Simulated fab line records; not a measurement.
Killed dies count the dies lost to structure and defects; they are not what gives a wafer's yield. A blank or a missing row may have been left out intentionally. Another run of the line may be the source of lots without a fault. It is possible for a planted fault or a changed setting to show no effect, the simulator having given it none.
A single fault, viewed from 3 desks | flow n5_finfet | each desk holds nothing but its own numbers, with what lay behind them at the end

METROLOGY DESK
Means of the sampled wafers that have a number, per lot and without regard to the tool the lot ran on: this is what the gauges read. Marked OUT: a lot whose mean sits more than 4 standard deviations from the usual mean, which makes it out of limits; the brackets give that distance.
Columns: A = cd_nm at N5_BEOL_M15_CD_MEAS_10, usual 359.8 nm; B = V14_OVL at N5_BEOL_M15_OVL_MEAS_11, usual 1 nm; C = cd_nm at N5_BEOL_M15_CD_MEAS_17, usual 361.1 nm
lot  | first seen here | A     | B  | C
L547 | day 12 01:35    | 360.3 | 6  | 362.7
L550 | day 12 04:46    | 358.3 | -2 | 359.3
L557 | day 14 07:23    | 360.3 | -2 | 361.4
L559 | day 14 07:32    | 359.7 | 8  | 362.1
L558 | day 14 10:28    | 360.8 | -8 | 361.5
L567 | day 17 00:36    | 358.3 | 4  | 360.6
L570 | day 17 16:14    | 360.3 | -2 | 361.5
This desk found nothing out of limits on any of the 7 lots.

AT THE TOOL OWNER'S DESK: litho_track-01
The tool's own readings at N5_BEOL_M15_COAT_56 (time 60 s, resist thk 550 nm): means of the sampled wafers that have a number, for each lot that ran on this tool. Marked OUT: a lot whose mean sits more than 4 standard deviations from the usual mean, which makes it out of limits; the brackets give that distance.
Columns: A = plate_temp_C at N5_BEOL_M15_COAT_56, usual 249.99 C; B = spin_speed_rpm at N5_BEOL_M15_COAT_56, usual 1499.9 rpm
lot  | first seen here | A      | B
L550 | day 12 05:23    | 250.07 | 1499.0
L557 | day 14 08:01    | 250.09 | 1441.5 (-58) OUT
L559 | day 14 08:23    | 249.82 | 1443.4 (-57) OUT
L558 | day 14 11:05    | 250.13 | 1442.8 (-57) OUT
L570 | day 17 16:51    | 249.77 | 1501.1
This desk's finding: out of limits on L557, L558, L559; first on L557, day 14 08:01 (spin_speed_rpm at N5_BEOL_M15_COAT_56). L550, L570: within limits.

THE DEFECT DESK
For each lot, the counts of the inspections along the route, averaged over the sampled wafers that have a number. Marked OUT: a lot whose mean sits more than 4 standard deviations from the usual mean, which makes it out of limits; the brackets give that distance.
Columns: A = raw_defect_count at N5_BEOL_M15_INSPECT_12, usual 2.0
lot  | first seen here | A
L547 | day 12 01:38    | 1.3
L550 | day 12 04:49    | 1.3
L557 | day 14 07:26    | 3.7
L559 | day 14 07:49    | 3.3
L558 | day 14 10:31    | 3.3
L567 | day 17 00:40    | 1.0
L570 | day 17 16:17    | 2.0
This desk found nothing out of limits on any of the 7 lots.

PUT TOGETHER
The tool owner's desk could have raised an alarm at day 14 08:01, on L557, L558, L559.
From the metrology desk's view, nothing was out of limits.
The defect desk saw nothing out of limits.
The metrology desk has L557, L558, L559 on record, within its limits.
The defect desk has L557, L558, L559 on record, within its limits.
Every lot named ran N5_BEOL_M15_COAT_56 on litho_track-01.

WHAT THE SIMULATOR PUT IN
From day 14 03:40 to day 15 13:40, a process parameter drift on litho_track-01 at N5_BEOL_M15_COAT_56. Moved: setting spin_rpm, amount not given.
Struck lots among those shown: L557, L558, L559.
Each desk's first reading out of limits, in hours after the fault started: the tool owner's desk, 4.
